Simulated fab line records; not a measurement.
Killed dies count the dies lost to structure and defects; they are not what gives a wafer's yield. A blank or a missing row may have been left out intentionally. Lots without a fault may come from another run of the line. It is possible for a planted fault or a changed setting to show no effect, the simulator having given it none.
Chamber matching    flow n5-finfet    rie-diel-04 running N5_MIM_BOT_ETCH_ETCH_04: 4 sister chambers
The step etches SiNx in CF4/O2, target depth 26 nm, time 13 s. 8 wafers are shown with their chamber, then 8 later ones without.

## WAFERS PAIRED WITH THEIR CHAMBERS
wafer   chamber  showerhead-plenum-p-Torr (Torr)  rf-vpp-V (V)
L076.5  1        2.25                             231
L081.3  3        2.19                             239
L081.4  3        2.19                             239
L081.5  0        2.31                             246
L084.1  0        2.31                             248
L084.3  1        2.24                             233
L084.6  2        2.14                             238
L088.1  2        2.13                             236

## WAFERS MISSING THEIR CHAMBER
wafer   showerhead-plenum-p-Torr (Torr)  rf-vpp-V (V)
L088.2  2.24                             232
L088.5  2.31                             245
L089.1  2.24                             232
L089.3  2.18                             238
L089.4  2.31                             246
L097.1  2.12                             235
L097.2  2.23                             233
L097.3  2.29                             246

## CHAMBER TAKEN BY EACH
wafer   from the rows above  in truth
L088.2  1                    1
L088.5  0                    0
L089.1  1                    1
L089.3  3                    3
L089.4  0                    0
L097.1  2                    2
L097.2  1                    1
L097.3  0                    0
Correctly placed: 8 of 8. Left unplaced by these rows: 0. 0 placed wrongly.
How it was worked out, from the rows above alone: a wafer's distance from a chamber is the root of the sum, over the readings, of the square of ((its reading less the chamber's mean) divided by the reading's scatter). If the next closest chamber is less than 2 further off than the closest, the wafer can't be placed; otherwise it belongs to the closest. For every chamber, the mean is computed from those of its wafers that are shown. How the scatter is found: for the shown wafers, subtract from each reading the mean of its chamber, square and add these, divide the total by (wafers less chambers), then take the root.
